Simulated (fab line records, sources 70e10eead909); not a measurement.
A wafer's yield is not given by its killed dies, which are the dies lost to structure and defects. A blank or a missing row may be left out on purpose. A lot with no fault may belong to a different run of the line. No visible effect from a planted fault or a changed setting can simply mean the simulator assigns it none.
Comparing a struck lot with a sound one | flow nand harc | 19 out of 1302 route steps
Sound: the wafers L579.2, L579.3, L579.4. Wafers L591.1, L591.4, L591.5 were the ones struck. The cause is given at the end.
Order at every step that has rows: each side's tool, ch and its chambers, its first start. Under that, the readings that differ: sound wafers | struck wafers | difference of the means | sigmas: that difference in standard deviations of wafers without a fault.
alike: same words and numbers on both sides, and readings whose means sit less than 2 such deviations apart. not compared: any withheld reading, any reading some wafer has no value for, any bound like >300 that may hide the same value, and any number with overlapping values for which the record gives no deviation.
The two part at a step that has a row with sigmas, a row that says differs or no value, or rows on one side only. Numbers that don't overlap but have no deviation are shown without sigmas and don't part them. Lack of a reading on every wafer of one side parts them only where that side has two or more wafers.

first, 9 steps without rows for these wafers: NHARC_THIN_TSV_PVD_24 (deposits Al, target thk 800 nm); NHARC_THIN_TSV_DEHYDRATE_25 (time 120 s); NHARC_THIN_TSV_HMDS_26 (time 30 s); NHARC_THIN_TSV_COAT_27; NHARC_THIN_TSV_SOFTBAKE_28 (time 95 s); NHARC_THIN_TSV_EBR_29; NHARC_THIN_TSV_EXPOSE_30 (exposes mask PAD); NHARC_THIN_TSV_PEB_31 (peb time 85 s); NHARC_THIN_TSV_DEVELOP_32 (time 70 s).
NHARC_THIN_TSV_CD_MEAS_33: the cd target is 5000 nm.
  sound on cd sem-03 ch 0, day 28 03:42; struck on cd sem-01 ch 0, day 32 18:21
  alike: cd nm
then, 1 step without rows for these wafers: NHARC_THIN_TSV_HARDBAKE_34 (time 80 s).
NHARC_THIN_TSV_DESCUM_35: chemistry O2, time 3 s.
  sound on rie diel-01 ch 0,2,3, day 28 03:51; struck on rie diel-01 ch 1,3, day 32 18:31
  alike: drypump motor current A, oes product au, rf vpp V, showerhead plenum p Torr, throttle valve pct
  not compared: rf hours counter h
NHARC_THIN_TSV_ETCH_59: etches the open film in Cl2/BCl3, target depth 880 nm, time 138.1 s.
  sound on rie metal-01 ch 0,1, day 28 03:59; struck on rie metal-01 ch 1, day 32 18:38
  reading               | sound             | struck            | difference | sigmas
  oes product au (a.u.) | 0.986 0.976 0.968 | 1.175 1.182 1.170 | +0.199     | +13
  alike: drypump motor current A, rf fwd power W, throttle valve pct
  not compared: rf hours counter h
NHARC_THIN_TSV_ETCH_36: etches the open film in Cl2/BCl3, target depth 65 nm, time 18.571 s.
  sound on rie metal-01 ch 0,1, day 28 04:14; struck on rie metal-01 ch 0,1, day 32 18:54
  alike: drypump motor current A, oes product au
  not compared: rf hours counter h
NHARC_THIN_TSV_STRIP_56: strips in O2.
  sound on plasma asher-01 ch 0,1, day 28 04:23; struck on plasma asher-02 ch 1, day 32 18:59
  reading                     | sound          | struck         | difference | sigmas
  drypump motor current A (A) | 5.52 5.51 5.65 | 6.09 6.09 6.10 | +0.53      | +2
  heater power w (W)          | 331 333 343    | 399 406 390    | +63        | +2
  not compared: rf hours counter h
then, 1 step without rows for these wafers: NHARC_THIN_TSV_STRIP_57 (strips in post etch residue remover, time 1200 s).
NHARC_THIN_TSV_CD_MEAS_37:
  struck on cd sem-02, day 32 19:47; sound on cd sem-02, day 28 05:08
  reading    | sound          | struck         | difference | sigmas
  cd nm (nm) | 5003 5004 4997 | 4987 4987 4993 | -12        | -3
then, 1 step without rows for these wafers: NHARC_THIN_TSV_ANNEAL_58 (time 1800 s).
NHARC_END_SORT_01:
  sound on prober-02 ch 0, day 28 13:31; struck on prober-02 ch 0, day 33 04:53
  alike: killed at array, killed at other, killed at periphery, killed dies, killed open, killed short

WHERE THEY PART
At NHARC_THIN_TSV_ETCH_59 first; at NHARC_THIN_TSV_CD_MEAS_37 last (within this record only). Later steps at which nothing parts them and some readings are alike: NHARC_END_SORT_01.

WHY: what the simulator had put in
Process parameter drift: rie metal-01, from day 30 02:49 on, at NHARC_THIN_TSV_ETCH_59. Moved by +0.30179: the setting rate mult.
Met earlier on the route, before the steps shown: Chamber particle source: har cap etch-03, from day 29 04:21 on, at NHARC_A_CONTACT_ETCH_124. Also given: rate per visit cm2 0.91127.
